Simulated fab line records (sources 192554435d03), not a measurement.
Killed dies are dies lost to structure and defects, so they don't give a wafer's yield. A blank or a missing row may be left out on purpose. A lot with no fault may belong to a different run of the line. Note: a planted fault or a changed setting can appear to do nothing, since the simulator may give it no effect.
Chamber matching + flow n5-finfet + 4 sister chambers for N5_BEOL_M9_ETCH_76 on rie-diel-05
The step etches underlayer in N2/H2, target depth 6.5 nm, time 5.2 s. 18 wafers are shown with their chamber, then 9 later ones without.

== WAFERS PAIRED WITH THEIR CHAMBERS ==
| wafer  | chamber | drypump-motor-current-A (A) | showerhead-plenum-p-Torr (Torr) | throttle-valve-pct (%) |
|--------|---------|-----------------------------|---------------------------------|------------------------|
| L076.1 | 0       | 6.1                         | 2.56                            | 17.94                  |
| L076.4 | 2       | 5.3                         | 2.65                            | 17.84                  |
| L076.6 | 3       | 6.1                         | 2.43                            | 17.63                  |
| L075.1 | 0       | 6.1                         | 2.56                            | 17.95                  |
| L075.3 | 1       | 6.3                         | 2.62                            | 17.92                  |
| L075.5 | 1       | 6.3                         | 2.62                            | 17.91                  |
| L079.1 | 2       | 5.3                         | 2.64                            | 17.83                  |
| L079.2 | 1       | 6.3                         | 2.62                            | 17.89                  |
| L079.5 | 3       | 6.1                         | 2.43                            | 17.61                  |
| L078.1 | 0       | 6.1                         | 2.56                            | 17.97                  |
| L078.2 | 1       | 6.3                         | 2.62                            | 17.90                  |
| L078.4 | 2       | 5.3                         | 2.64                            | 17.82                  |
| L088.1 | 3       | 6.2                         | 2.42                            | 17.65                  |
| L088.2 | 0       | 6.1                         | 2.55                            | 18.01                  |
| L088.4 | 3       | 6.1                         | 2.42                            | 17.67                  |
| L087.1 | 2       | 5.3                         | 2.63                            | 17.86                  |
| L087.3 | 3       | 6.2                         | 2.42                            | 17.65                  |
| L087.5 | 2       | 5.3                         | 2.63                            | 17.85                  |

SIGNATURES, as means of the wafers listed above
| reading                  | chamber 0 | chamber 1 | chamber 2 | chamber 3 | scatter within a chamber |
|--------------------------|-----------|-----------|-----------|-----------|--------------------------|
| drypump-motor-current-A  | 6.100     | 6.300     | 5.300     | 6.140     | 0.0293                   |
| showerhead-plenum-p-Torr | 2.5575    | 2.6200    | 2.6380    | 2.4240    | 0.00582                  |
| throttle-valve-pct       | 17.9675   | 17.9050   | 17.8400   | 17.6420   | 0.0215                   |
Rule: for a wafer and a chamber, the distance is found by dividing, reading by reading, the gap between the wafer's reading and the chamber's mean by the reading's scatter, squaring, summing and taking the root. The wafer belongs to the nearest chamber; if the next one is less than 2 further off, it can't be placed. The scatter: the root of (the sum of the squares of (reading less its chamber's mean) over the shown wafers, divided by (wafers less chambers)).

== WAFERS MISSING THEIR CHAMBER ==
| wafer  | drypump-motor-current-A (A) | showerhead-plenum-p-Torr (Torr) | throttle-valve-pct (%) |
|--------|-----------------------------|---------------------------------|------------------------|
| L090.2 | 6.1                         | 2.55                            | 18.02                  |
| L090.3 | 5.3                         | 2.63                            | 17.89                  |
| L090.4 | 6.2                         | 2.42                            | 17.66                  |
| L096.1 | 6.1                         | 2.42                            | 17.68                  |
| L096.2 | 6.0                         | 2.54                            | 18.02                  |
| L096.6 | 5.3                         | 2.63                            | 17.91                  |
| L097.1 | 6.3                         | 2.61                            | 17.43                  |
| L097.3 | 6.1                         | 2.54                            | 18.06                  |
| L097.5 | 6.3                         | 2.61                            | 17.47                  |

== THE CHAMBER EACH PASSED THROUGH ==
| wafer  | from the rows above | in truth |
|--------|---------------------|----------|
| L090.2 | 0                   | 0        |
| L090.3 | 2                   | 2        |
| L090.4 | 3                   | 3        |
| L096.1 | 3                   | 3        |
| L096.2 | 0                   | 0        |
| L096.6 | 2                   | 2        |
| L097.1 | 1                   | 1        |
| L097.3 | 0                   | 0        |
| L097.5 | 1                   | 1        |
Correct placement for 9 of the 9. Not placeable from these rows: 0. Number placed wrongly: 0.
